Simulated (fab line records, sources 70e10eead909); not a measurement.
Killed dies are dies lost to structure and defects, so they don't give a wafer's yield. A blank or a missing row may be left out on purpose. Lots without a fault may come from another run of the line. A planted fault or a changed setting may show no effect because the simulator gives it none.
Chamber matching | flow nand_harc | NHARC_A_STAIRCASE_CMP_472 on cmp-04: 4 sister chambers
The step polishes SiO2. 22 wafers are shown with their chamber, then 11 later ones without.

WAFERS WITH THEIR CHAMBER
wafer  | chamber | motor_current_A (A)
L077.2 | 0       | 13.2
L077.5 | 0       | 12.8
L077.6 | 1       | 10.1
L076.1 | 3       | 16.0
L076.3 | 0       | 13.1
L076.5 | 1       | 10.1
L079.1 | 0       | 12.3
L079.5 | 3       | 15.4
L079.6 | 2       | 9.3
L082.1 | 3       | 14.0
L082.4 | 2       | 10.0
L082.5 | 1       | 10.1
L088.1 | 0       | 12.8
L088.2 | 1       | 10.5
L088.3 | 2       | 10.3
L091.2 | 1       | 10.5
L091.5 | 2       | 10.3
L091.6 | 3       | 15.7
L093.1 | 3       | 15.2
L093.3 | 0       | 13.0
L093.6 | 0       | 13.1
L094.1 | 1       | 10.5

SIGNATURES (means of the wafers above)
reading         | chamber 0 | chamber 1 | chamber 2 | chamber 3 | scatter within a chamber
motor_current_A | 12.900    | 10.300    | 9.975     | 15.260    | 0.461
Rule: a wafer's distance from a chamber is the root of the sum, over the readings, of the square of ((its reading less the chamber's mean) divided by the reading's scatter). The wafer belongs to the nearest chamber; if the next one is less than 2 further off, it can't be placed. The scatter: the root of (the sum of the squares of (reading less its chamber's mean) over the shown wafers, divided by (wafers less chambers)).

WAFERS WITHOUT THEIR CHAMBER
wafer  | motor_current_A (A)
L094.3 | 10.2
L094.4 | 14.7
L096.1 | 12.1
L096.2 | 10.1
L096.6 | 10.4
L096.3 | 9.8
L096.4 | 15.8
L096.5 | 10.0
L097.1 | 10.0
L097.5 | 13.2
L097.6 | 9.9

WHICH CHAMBER EACH WENT THROUGH
wafer  | from the rows above     | in truth
L094.3 | can't be placed: 1 or 2 | 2
L094.4 | 3                       | 3
L096.1 | 0                       | 0
L096.2 | can't be placed: 2 or 1 | 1
L096.6 | can't be placed: 1 or 2 | 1
L096.3 | can't be placed: 2 or 1 | 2
L096.4 | 3                       | 3
L096.5 | can't be placed: 2 or 1 | 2
L097.1 | can't be placed: 2 or 1 | 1
L097.5 | 0                       | 0
L097.6 | can't be placed: 2 or 1 | 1
Placed correctly: 4 of 11. Can't be placed from these rows: 7 (the true chamber is among the candidates in 7). Placed wrongly: 0.
